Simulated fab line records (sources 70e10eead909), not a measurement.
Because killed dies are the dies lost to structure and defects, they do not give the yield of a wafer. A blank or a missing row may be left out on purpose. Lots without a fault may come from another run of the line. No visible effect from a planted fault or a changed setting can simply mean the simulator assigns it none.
What tool caused it? / flow nand harc / 11 lots, 33 wafers sampled, at 6 steps of a route of 1302

WHAT THE GAUGES SHOWED, per wafer
NHARC_A_SIN_REMOVE_INSPECT_04.
lot=L710; measured=day 20 17:20; on=defect inspect-02; raw defect count=404 476 398
lot=L713; measured=day 21 15:01; on=defect inspect-02; raw defect count=305 418 384
lot=L719; measured=day 24 00:51; on=defect inspect-02; raw defect count=918 1022 882
lot=L718; measured=day 24 04:47; on=defect inspect-01; raw defect count=694 848 869
lot=L725; measured=day 27 11:11; on=defect inspect-01; raw defect count=391 455 420
lot=L726; measured=day 27 19:25; on=defect inspect-01; raw defect count=370 479 431
lot=L729; measured=day 28 04:36; on=defect inspect-02; raw defect count=380 337 387
lot=L728; measured=day 28 04:36; on=defect inspect-01; raw defect count=303 322 345
lot=L727; measured=day 28 08:23; on=defect inspect-02; raw defect count=575 559 342
lot=L730; measured=day 29 02:11; on=defect inspect-01; raw defect count=311 406 383
lot=L732; measured=day 29 06:29; on=defect inspect-01; raw defect count=367 436 346

NHARC_END_SORT_01.
lot=L719; measured=day 28 01:38; on=prober-02; killed at array=116 154 141; killed at other=4 4 4; killed at periphery=4 2 1; killed dies=124 160 146; killed open=6 2 0; killed short=3 2 4
lot=L718; measured=day 28 09:23; on=prober-01; killed at array=89 102 67; killed at other=2 2 0; killed at periphery=1 6 7; killed dies=92 110 74; killed open=0 4 1; killed short=0 0 0

EACH LOT AND THE TOOL THAT RAN IT (in order: tool; ch and the chambers of the sampled wafers; start)
lot=L710; NHARC_A_SGD_CUT_STRIP_28=rie diel-12 ch 0,1,3, day 20 03:31 or earlier; NHARC_A_SLIT_DEP_23=pecvd-03 ch 0,2, day 20 03:31; NHARC_A_SLIT_ETCH_29=rie diel-10 ch 0,1,3, day 20 10:09; NHARC_A_WL_FILL_ETCHBACK_16=rie diel-01 ch 0,1,2, no start
lot=L713; NHARC_A_SGD_CUT_STRIP_28=rie diel-03 ch 0,1, day 21 01:08 or earlier; NHARC_A_SLIT_DEP_23=pecvd-01 ch 0,1,2, day 21 01:08; NHARC_A_SLIT_ETCH_29=rie diel-10 ch 1,2,3, day 21 07:45; NHARC_A_WL_FILL_ETCHBACK_16=rie diel-01 ch 1,2, no start
lot=L719; NHARC_A_SGD_CUT_STRIP_28=rie diel-06 ch 0,1, day 23 11:23 or earlier; NHARC_A_SLIT_DEP_23=pecvd-01 ch 1,2, day 23 11:23; NHARC_A_SLIT_ETCH_29=rie diel-04 ch 0,1,3, day 23 18:43; NHARC_A_WL_FILL_ETCHBACK_16=rie diel-07 ch 0,2, day 28 01:38 or earlier
lot=L718; NHARC_A_SGD_CUT_STRIP_28=rie diel-03 ch 0,3, day 23 11:29 or earlier; NHARC_A_SLIT_DEP_23=pecvd-02 ch 0,1, day 23 11:29; NHARC_A_SLIT_ETCH_29=rie diel-04 ch 1,2, day 23 21:35; NHARC_A_WL_FILL_ETCHBACK_16=rie diel-07 ch 0,2,3, day 28 09:23 or earlier
lot=L725; NHARC_A_SGD_CUT_STRIP_28=rie diel-03 ch 1,2,3, day 26 15:53; NHARC_A_SLIT_DEP_23=pecvd-03 ch 1,2, day 26 21:25; NHARC_A_SLIT_ETCH_29=rie diel-05 ch 0,1,2, day 27 04:01; NHARC_A_WL_FILL_ETCHBACK_16=rie diel-13 ch 0,2,3, no start
lot=L726; NHARC_A_SGD_CUT_STRIP_28=rie diel-06 ch 0,2,3, day 26 23:52; NHARC_A_SLIT_DEP_23=pecvd-02 ch 1,2, day 27 05:35; NHARC_A_SLIT_ETCH_29=rie diel-10 ch 2,3, day 27 12:07; NHARC_A_WL_FILL_ETCHBACK_16=rie diel-01 ch 1,3, no start
lot=L729; NHARC_A_SGD_CUT_STRIP_28=rie diel-12 ch 0,3, day 27 15:40 or earlier; NHARC_A_SLIT_DEP_23=pecvd-01 ch 1,2, day 27 15:40; NHARC_A_SLIT_ETCH_29=rie diel-05 ch 0,2,3, day 27 22:17; NHARC_A_WL_FILL_ETCHBACK_16=rie diel-07 ch 0,1,2, no start
lot=L728; NHARC_A_SGD_CUT_STRIP_28=rie diel-03 ch 0,1, day 27 14:56 or earlier; NHARC_A_SLIT_DEP_23=pecvd-01 ch 0,1,2, day 27 14:56; NHARC_A_SLIT_ETCH_29=rie diel-04 ch 0,3, day 27 21:23; NHARC_A_WL_FILL_ETCHBACK_16=rie diel-13 ch 2,3, no start
lot=L727; NHARC_A_SGD_CUT_STRIP_28=rie diel-06 ch 0,2,3, day 27 17:29 or earlier; NHARC_A_SLIT_DEP_23=pecvd-01 ch 1,2, day 27 17:29; NHARC_A_SLIT_ETCH_29=rie diel-05 ch 1,2,3, day 28 01:13; NHARC_A_WL_FILL_ETCHBACK_16=rie diel-13 ch 0,1,3, no start
lot=L730; NHARC_A_SGD_CUT_STRIP_28=rie diel-06 ch 0,2,3, day 28 11:50 or earlier; NHARC_A_SLIT_DEP_23=pecvd-02 ch 0,1,2, day 28 11:50; NHARC_A_SLIT_ETCH_29=rie diel-04 ch 1,3, day 28 19:07; NHARC_A_WL_FILL_ETCHBACK_16=rie diel-07 ch 0,3, no start
lot=L732; NHARC_A_SGD_CUT_STRIP_28=rie diel-06 ch 0,1,2, day 28 16:23 or earlier; NHARC_A_SLIT_DEP_23=pecvd-03 ch 0,1, day 28 16:23; NHARC_A_SLIT_ETCH_29=rie diel-04 ch 0,1,2, day 28 23:17; NHARC_A_WL_FILL_ETCHBACK_16=rie diel-01 ch 0,2,3, no start
- NHARC_A_SGD_CUT_STRIP_28: strips in O2, time 20 s.
- NHARC_A_SLIT_DEP_23: deposits SiON, target thk 100 nm.
- NHARC_A_SLIT_ETCH_29: etches the open film in CF4/O2, target depth 100 nm, overetch 10 nm, time 55 s.
- NHARC_A_WL_FILL_ETCHBACK_16: etches the open film in C4F8/O2/Ar, target depth 120 nm, time 24 s.

AS READ BY THE TOOLS THEMSELVES (means over the sampled wafers that have a number; for cases with no such wafer, the mark the record gives instead)
NHARC_A_SGD_CUT_STRIP_28.
lot=L710; tool=rie diel-12; drypump motor current A (A)=5.4; oes product au (a.u.)=0.995; rf vpp V (V)=58.1; showerhead plenum p Torr (Torr)=3.60; throttle valve pct (%)=17.043
lot=L713; tool=rie diel-03; drypump motor current A (A)=5.2; oes product au (a.u.)=0.994; rf vpp V (V)=58.4; showerhead plenum p Torr (Torr)=3.44; throttle valve pct (%)=17.041
lot=L719; tool=rie diel-06; drypump motor current A (A)=5.5; oes product au (a.u.)=0.998; rf vpp V (V)=57.9; showerhead plenum p Torr (Torr)=3.67; throttle valve pct (%)=17.021
lot=L718; tool=rie diel-03; drypump motor current A (A)=5.3; oes product au (a.u.)=0.992; rf vpp V (V)=58.2; showerhead plenum p Torr (Torr)=3.49; throttle valve pct (%)=17.036
lot=L725; tool=rie diel-03; drypump motor current A (A)=5.5; oes product au (a.u.)=1.007; rf vpp V (V)=57.1; showerhead plenum p Torr (Torr)=3.55; throttle valve pct (%)=17.029
lot=L726; tool=rie diel-06; drypump motor current A (A)=5.5; oes product au (a.u.)=0.992; rf vpp V (V)=57.0; showerhead plenum p Torr (Torr)=3.54; throttle valve pct (%)=17.028
lot=L729; tool=rie diel-12; drypump motor current A (A)=5.2; oes product au (a.u.)=1.007; rf vpp V (V)=58.5; showerhead plenum p Torr (Torr)=3.62; throttle valve pct (%)=17.034
lot=L728; tool=rie diel-03; drypump motor current A (A)=5.2; oes product au (a.u.)=0.994; rf vpp V (V)=56.8; showerhead plenum p Torr (Torr)=3.43; throttle valve pct (%)=17.033
lot=L727; tool=rie diel-06; drypump motor current A (A)=5.5; oes product au (a.u.)=1.001; rf vpp V (V)=57.9; showerhead plenum p Torr (Torr)=3.54; throttle valve pct (%)=17.048
lot=L730; tool=rie diel-06; drypump motor current A (A)=5.5; oes product au (a.u.)=0.995; rf vpp V (V)=58.6; showerhead plenum p Torr (Torr)=3.54; throttle valve pct (%)=17.036
lot=L732; tool=rie diel-06; drypump motor current A (A)=5.4; oes product au (a.u.)=0.991; rf vpp V (V)=58.3; showerhead plenum p Torr (Torr)=3.55; throttle valve pct (%)=17.035

NHARC_A_SLIT_DEP_23.
lot=L710; tool=pecvd-03; heater power w (W)=785
lot=L713; tool=pecvd-01; heater power w (W)=646
lot=L719; tool=pecvd-01; heater power w (W)=652
lot=L718; tool=pecvd-02; heater power w (W)=675
lot=L725; tool=pecvd-03; heater power w (W)=718
lot=L726; tool=pecvd-02; heater power w (W)=695
lot=L729; tool=pecvd-01; heater power w (W)=594
lot=L728; tool=pecvd-01; heater power w (W)=673
lot=L727; tool=pecvd-01; heater power w (W)=677
lot=L730; tool=pecvd-02; heater power w (W)=759
lot=L732; tool=pecvd-03; heater power w (W)=778

NHARC_A_SLIT_ETCH_29.
lot=L710; tool=rie diel-10; drypump motor current A (A)=5.6; oes product au (a.u.)=0.993; rf vpp V (V)=198.6; showerhead plenum p Torr (Torr)=1.32; throttle valve pct (%)=13.398
lot=L713; tool=rie diel-10; drypump motor current A (A)=5.6; oes product au (a.u.)=0.991; rf vpp V (V)=198.8; showerhead plenum p Torr (Torr)=1.37; throttle valve pct (%)=13.402
lot=L719; tool=rie diel-04; drypump motor current A (A)=5.6; oes product au (a.u.)=1.003; rf vpp V (V)=197.9; showerhead plenum p Torr (Torr)=1.31; throttle valve pct (%)=13.391
lot=L718; tool=rie diel-04; drypump motor current A (A)=5.9; oes product au (a.u.)=0.998; rf vpp V (V)=198.8; showerhead plenum p Torr (Torr)=1.35; throttle valve pct (%)=13.404
lot=L725; tool=rie diel-05; drypump motor current A (A)=6.1; oes product au (a.u.)=0.991; rf vpp V (V)=199.0; showerhead plenum p Torr (Torr)=1.37; throttle valve pct (%)=13.396
lot=L726; tool=rie diel-10; drypump motor current A (A)=5.6; oes product au (a.u.)=1.003; rf vpp V (V)=198.4; showerhead plenum p Torr (Torr)=1.40; throttle valve pct (%)=13.397
lot=L729; tool=rie diel-05; drypump motor current A (A)=5.7; oes product au (a.u.)=1.008; rf vpp V (V)=197.8; showerhead plenum p Torr (Torr)=1.35; throttle valve pct (%)=13.394
lot=L728; tool=rie diel-04; drypump motor current A (A)=5.9; oes product au (a.u.)=1.002; rf vpp V (V)=198.0; showerhead plenum p Torr (Torr)=1.31; throttle valve pct (%)=13.408
lot=L727; tool=rie diel-05; drypump motor current A (A)=6.0; oes product au (a.u.)=0.997; rf vpp V (V)=198.6; showerhead plenum p Torr (Torr)=1.37; throttle valve pct (%)=13.400
lot=L730; tool=rie diel-04; drypump motor current A (A)=5.6; oes product au (a.u.)=0.990; rf vpp V (V)=197.8; showerhead plenum p Torr (Torr)=1.30; throttle valve pct (%)=13.406
lot=L732; tool=rie diel-04; drypump motor current A (A)=5.8; oes product au (a.u.)=0.996; rf vpp V (V)=197.3; showerhead plenum p Torr (Torr)=1.32; throttle valve pct (%)=13.397

NHARC_A_WL_FILL_ETCHBACK_16.
lot=L710; tool=rie diel-01; oes product au (a.u.)=0.918; rf vpp V (V)=725
lot=L713; tool=rie diel-01; oes product au (a.u.)=0.994; rf vpp V (V)=723
lot=L719; tool=rie diel-07; oes product au (a.u.)=1.002; rf vpp V (V)=721
lot=L718; tool=rie diel-07; oes product au (a.u.)=1.007; rf vpp V (V)=719
lot=L725; tool=rie diel-13; oes product au (a.u.)=1.004; rf vpp V (V)=725
lot=L726; tool=rie diel-01; oes product au (a.u.)=1.008; rf vpp V (V)=722
lot=L729; tool=rie diel-07; oes product au (a.u.)=1.019; rf vpp V (V)=723
lot=L728; tool=rie diel-13; oes product au (a.u.)=0.925; rf vpp V (V)=727
lot=L727; tool=rie diel-13; oes product au (a.u.)=0.996; rf vpp V (V)=726
lot=L730; tool=rie diel-07; oes product au (a.u.)=0.990; rf vpp V (V)=718
lot=L732; tool=rie diel-01; oes product au (a.u.)=0.936; rf vpp V (V)=723

THE ANSWER, worked out from the rows above alone
Rule: usual is defined by the lots themselves. Put in order of their means at a reading, lots are off if they are a third of the lots or fewer, leave a main group of 4 or more, and stand apart from it by a gap of 3 or more times the standard deviation of the main group's means; of several such gaps the widest counts. The tables above print the reading to a certain number of digits; a main group whose means all agree to those digits is not used. Also off: a lot with no number at a reading for which 4 or more lots have one. The other lots that the step has rows for count as sound. First the gauges in route order, then the tools' own readings, where a lot's mean is used as printed above. At the first step where some lot is off, the reading lying furthest off is the one used; lots without a number count as furthest.
Off: L719, L718 (NHARC_A_SIN_REMOVE_INSPECT_04, raw defect count). For the main group the mean is 397 and the standard deviation 47.
If a tool, at a process step before that reading, ran all the lots that are off and no sound lot after the first of them, it fits. The gauges at NHARC_A_SIN_REMOVE_INSPECT_04 are tried like those tools. With no start given for some of its lots, NHARC_A_SGD_CUT_STRIP_28 uses the hours and lot order of NHARC_A_SLIT_DEP_23. None of those tried fits.

WHAT THE SIMULATOR HAD PUT IN
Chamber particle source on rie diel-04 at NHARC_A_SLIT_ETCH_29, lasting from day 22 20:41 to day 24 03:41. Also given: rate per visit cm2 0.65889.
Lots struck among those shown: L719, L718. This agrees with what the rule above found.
